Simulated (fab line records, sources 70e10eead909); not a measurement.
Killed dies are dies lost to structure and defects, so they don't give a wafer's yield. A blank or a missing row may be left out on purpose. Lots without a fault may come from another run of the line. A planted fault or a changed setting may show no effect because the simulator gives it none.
A struck lot beside a sound one | flow nand_harc | 31 steps out of a route of 1159
Sound: wafers L927.1, L927.2, L927.5. Struck: wafers L933.2, L933.4, L933.5. The cause comes at the end.
At each step with rows: each side's tool, then ch and its chambers, then its first start. Under that, the readings that differ: sound wafers | struck wafers | difference of the means | sigmas: that difference in standard deviations of wafers without a fault.
alike: readings whose means differ by less than 2 such deviations, and words and numbers that are the same on both sides. not compared: withheld readings, readings that some wafer has no value for, bounds like >300 that may hide the same value, and numbers for which the record gives no deviation and whose values overlap.
The two part at a step that has a row with sigmas, a row that says differs or no value, or rows on one side only. Numbers that don't overlap but have no deviation are shown without sigmas and don't part them. A reading that every wafer of one side lacks parts them only if that side has two wafers or more.

first, 9 steps without rows for these wafers: NHARC_A_CHANNEL_HOLE_D1_COAT_04 (resist thk 90 nm); NHARC_A_CHANNEL_HOLE_D1_SOFTBAKE_05 (time 55 s); NHARC_A_CHANNEL_HOLE_D1_EBR_06; NHARC_A_CHANNEL_HOLE_D1_EXPOSE_07 (exposes mask HOLE D1, target cd 100 nm); NHARC_A_CHANNEL_HOLE_D1_PEB_08 (peb time 65 s); NHARC_A_CHANNEL_HOLE_D1_DEVELOP_09 (develop time 35 s); NHARC_A_CHANNEL_HOLE_D1_DESCUM_15 (chemistry O2, time 3 s); NHARC_A_CHANNEL_HOLE_D1_ETCH_38 (etches the open film in CF4, target depth 39 nm, time 65 s); NHARC_A_CHANNEL_HOLE_D1_ETCH_39 (etches the open film in N2/H2, target depth 260 nm, time 325 s).
NHARC_A_CHANNEL_HOLE_D1_ETCH_34: etches the open film in CF4/CHF3, target depth 154 nm, time 77 s.
  sound on rie_diel-13 ch 1,2, day 8 18:41; struck on rie_diel-13 ch 0,1,2, day 10 09:23
  reading               | sound             | struck            | difference | sigmas
  oes_product_au (a.u.) | 0.964 0.961 0.951 | 0.921 0.916 0.896 | -0.048     | -2
  alike: drypump_motor_current_A, rf_fwd_power_W, rf_vpp_V, showerhead_plenum_p_Torr, throttle_valve_pct
  not compared: rf_hours_counter_h
then, 18 steps without rows for these wafers: NHARC_A_CHANNEL_HOLE_D1_ETCH_16 (etches the open film in O2/COS, target depth 3100 nm, time 806 s); NHARC_A_CHANNEL_HOLE_D1_ETCH_19 (etches the open film in C4F8/O2/Ar, time 34.5 s); NHARC_A_CHANNEL_HOLE_D1_ETCH_20 (etches the open film in C4F8/O2/Ar, time 361.9 s, target depth 1600 nm); NHARC_A_CHANNEL_HOLE_D1_ETCH_21 (etches the open film in C4F8/O2/Ar, time 514.3 s, target depth 1600 nm); NHARC_A_CHANNEL_HOLE_D1_ETCH_22 (etches the open film in C4F8/O2/Ar, time 666.7 s, target depth 1600 nm); NHARC_A_CHANNEL_HOLE_D1_ETCH_23 (etches the open film in C4F8/O2/Ar, time 819 s, target depth 1600 nm); NHARC_A_CHANNEL_HOLE_D1_ETCH_24 (etches the open film in C4F8/O2/Ar, time 906.2 s, target depth 1500 nm); NHARC_A_CHANNEL_HOLE_D1_ETCH_25 (etches the open film in C4F8/O2/Ar, time 1040.2 s, target depth 1500 nm); NHARC_A_CHANNEL_HOLE_D1_ETCH_26 (etches the open film in C4F8/O2/Ar, time 224.1 s, target depth 300 nm); NHARC_A_CHANNEL_HOLE_D1_ETCH_33 (etches the open film in C4F8/O2/Ar, time 90 s, target depth 400 nm); NHARC_A_CHANNEL_HOLE_D1_STRIP_41 (strips in N2/H2); NHARC_A_CHANNEL_HOLE_D1_STRIP_42 (strips in CF4/CHF3); NHARC_A_CHANNEL_HOLE_D1_STRIP_43 (strips in O2/COS); NHARC_A_CHANNEL_HOLE_D1_ETCH_44 (etches the open film in CF4/O2, target depth 140 nm, overetch 14 nm, time 77 s); NHARC_A_CHANNEL_HOLE_D1_STRIP_27 (strips in O2); NHARC_A_CHANNEL_HOLE_D1_PRECLEAN_28 (cleans in SC1); NHARC_A_CHANNEL_HOLE_D1_SRD_29; NHARC_A_CHANNEL_HOLE_D1_XSEM_31.
NHARC_A_CHANNEL_HOLE_D1_INSPECT_40:
  sound on defect_inspect-01, day 9 01:09; struck on defect_inspect-02, day 10 19:07
  reading          | sound      | struck        | difference | sigmas
  raw_defect_count | 102 104 48 | 1039 1004 958 | +916       | +57
then, 1 step without rows for these wafers: NHARC_A_CHANNEL_FILL_D1_PRECLEAN_00 (cleans in SC1).
-- the record jumps here: 11 days lie between the struck wafers' starts before and after (it left off in module A_CHANNEL_FILL_D1 and takes up again in module END, whose first step shown is number 1159 of the route) --
NHARC_END_SORT_01:
  the record has rows for the struck wafers here (prober-02 ch 0, day 21 18:19) and none for the sound ones

WHERE THEY PART
First at NHARC_A_CHANNEL_HOLE_D1_ETCH_34; last, within this record, at NHARC_END_SORT_01.

WHY: what the simulator had put in
Chamber particle source: rie_diel-13, from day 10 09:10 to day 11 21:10, at NHARC_A_CHANNEL_HOLE_D1_ETCH_34. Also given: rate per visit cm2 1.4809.
